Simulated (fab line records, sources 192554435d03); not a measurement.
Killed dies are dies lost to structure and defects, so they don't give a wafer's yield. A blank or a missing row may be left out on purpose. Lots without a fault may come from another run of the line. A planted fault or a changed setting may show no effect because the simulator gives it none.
Which tool did it? | flow n5_finfet | 10 lots, 29 wafers sampled, at 4 steps of a route of 1938

WHAT THE GAUGES READ, wafer by wafer
N5_MIM_BOT_LITHO_CD_MEAS_08: target cd 3000 nm.
lot  | measured     | on        | cd_nm (nm)
L589 | day 10 22:55 | cd_sem-02 | 3003.8 3003.7 3006.3
L590 | day 11 22:05 | cd_sem-01 | 3002.0 3000.2 3001.7
L592 | day 11 22:07 | cd_sem-03 | 3003.4 3000.5 3001.7
L591 | day 12 03:34 | cd_sem-03 | 3000.8 3001.7 3005.5
L599 | day 14 06:01 | cd_sem-03 | 2996.4 2997.3 2993.6
L601 | day 15 02:49 | cd_sem-03 | 2993.7 2992.4 2994.7
L602 | day 15 06:22 | cd_sem-02 | 3001.6 2999.9 3004.3
L609 | day 16 09:31 | cd_sem-01 | 3002.2 3000.1 3000.5
L606 | day 16 17:26 | cd_sem-03 | 2997.8 3001.8 3000.2
L610 | day 17 05:23 | cd_sem-02 | 2997.4 2997.0

WHICH TOOL RAN EACH LOT (tool, then ch and the chambers of the sampled wafers, then the start)
lot  | N5_MIM_TOP_ALD_02                           | N5_MIM_TOP_DEGAS_04          | N5_MIM_BOT_LITHO_EXPOSE_05
L589 | ald_hk-03 ch 1,2,3, day 10 21:44 or earlier | pvd_sputter-03, day 10 21:44 | krf_scanner-01 ch 0, day 10 22:44
L590 | ald_hk-02 ch 0,1,3, day 11 20:19 or earlier | pvd_sputter-03, day 11 20:19 | krf_scanner-02 ch 0, day 11 21:55
L592 | ald_hk-01 ch 1,2,3, day 11 20:34 or earlier | pvd_sputter-03, day 11 20:34 | krf_scanner-02 ch 0, day 11 21:56
L591 | ald_hk-03 ch 0,2,3, day 12 01:32 or earlier | pvd_sputter-01, day 12 01:32 | krf_scanner-01 ch 0, day 12 03:23
L599 | ald_hk-03 ch 0,1,3, day 14 04:38 or earlier | pvd_sputter-02, day 14 04:38 | krf_scanner-02 ch 0, day 14 05:51
L601 | ald_hk-02 ch 0,1,3, day 15 01:16 or earlier | pvd_sputter-01, day 15 01:16 | krf_scanner-02 ch 0, day 15 02:38
L602 | ald_hk-01 ch 1,3, day 15 04:54 or earlier   | pvd_sputter-01, day 15 04:54 | krf_scanner-01 ch 0, day 15 06:12
L609 | ald_hk-02 ch 0,2,3, day 16 08:12 or earlier | pvd_sputter-03, day 16 08:12 | krf_scanner-01 ch 0, day 16 09:20
L606 | ald_hk-01 ch 0,2,3, day 16 16:08 or earlier | pvd_sputter-02, day 16 16:08 | krf_scanner-01 ch 0, day 16 17:16
L610 | ald_hk-02 ch 1,3, day 17 04:04 or earlier   | pvd_sputter-03, day 17 04:04 | krf_scanner-01 ch 0, day 17 05:13
- N5_MIM_TOP_ALD_02: deposits Al2O3, purge time 3 s, co reactant pulse time 3 s.
- N5_MIM_TOP_DEGAS_04: time 60 s.
- N5_MIM_BOT_LITHO_EXPOSE_05: exposes mask MIM BOT.

WHAT THE TOOLS THEMSELVES READ (means of the sampled wafers that have a number; where no wafer has one, the mark that the record gives instead)
N5_MIM_TOP_ALD_02.
lot  | tool      | precursor_pulse_height_rel
L589 | ald_hk-03 | 0.990
L590 | ald_hk-02 | 1.014
L592 | ald_hk-01 | 1.018
L591 | ald_hk-03 | 0.996
L599 | ald_hk-03 | 0.997
L601 | ald_hk-02 | 0.998
L602 | ald_hk-01 | 0.998
L609 | ald_hk-02 | 1.002
L606 | ald_hk-01 | 1.004
L610 | ald_hk-02 | 0.995

N5_MIM_TOP_DEGAS_04.
lot  | tool           | heater_power_w (W)
L589 | pvd_sputter-03 | 433
L590 | pvd_sputter-03 | 420
L592 | pvd_sputter-03 | 424
L591 | pvd_sputter-01 | 457
L599 | pvd_sputter-02 | 466
L601 | pvd_sputter-01 | 423
L602 | pvd_sputter-01 | 493
L609 | pvd_sputter-03 | 448
L606 | pvd_sputter-02 | 483
L610 | pvd_sputter-03 | 358

N5_MIM_BOT_LITHO_EXPOSE_05.
lot  | tool           | exposure_dose_mJ_cm2 | reticle_temp_C (C)
L589 | krf_scanner-01 | 24.232               | 22.93
L590 | krf_scanner-02 | 24.266               | 23.00
L592 | krf_scanner-02 | 24.271               | 22.97
L591 | krf_scanner-01 | 24.271               | 22.95
L599 | krf_scanner-02 | 23.431               | 22.86
L601 | krf_scanner-02 | 23.454               | 22.88
L602 | krf_scanner-01 | 24.272               | 22.87
L609 | krf_scanner-01 | 24.253               | 23.02
L606 | krf_scanner-01 | 24.297               | 22.95
L610 | krf_scanner-01 | 24.206               | 23.09

THE ANSWER, worked out from the rows above alone
Rule: what is usual is taken from the lots themselves. Put in order of their means at a reading, lots are off if they are a third of the lots or fewer, leave a main group of 4 or more, and stand apart from it by a gap of 3 or more times the standard deviation of the main group's means; of several such gaps the widest counts. A main group whose means are all the same, to the digits that the tables above print for the reading, isn't used. A lot without any number at a reading at which 4 lots or more have one is off too. The other lots that the step has rows for count as sound. The gauges are gone through in route order, then the tools' own readings, and for those a lot's mean is taken as printed above. The first step at which some lot is off is used, and at that step the reading that is off furthest; a lot without a number counts as furthest.
Off: L599, L601, at N5_MIM_BOT_LITHO_EXPOSE_05 (exposure_dose_mJ_cm2). The main group: mean 24.258, standard deviation 0.026.
A tool fits if, at that step or a process step before it, it ran every lot that is off, and no sound lot after the first of them. N5_MIM_TOP_ALD_02 gives no start for some lots, so the hours and the order of its lots are those of N5_MIM_TOP_DEGAS_04. One fits: krf_scanner-02 at N5_MIM_BOT_LITHO_EXPOSE_05. Its last sound lot is L592 (day 11 21:56), its first lot that is off L599 (day 14 05:51): a fault that began between those two fits.
The tool's own readings at N5_MIM_BOT_LITHO_EXPOSE_05 bear it out: on the lots that are off they differ by more than 5 times the standard deviation of the sound lots' means. exposure_dose_mJ_cm2 reads 23.443 there against 24.258 on the sound lots.

WHAT THE SIMULATOR HAD PUT IN
Process parameter drift: krf_scanner-02, from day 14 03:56 on, at N5_MIM_BOT_LITHO_EXPOSE_05. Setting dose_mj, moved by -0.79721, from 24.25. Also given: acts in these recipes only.
Lots struck among those shown: L599, L601. The rule above found the same.
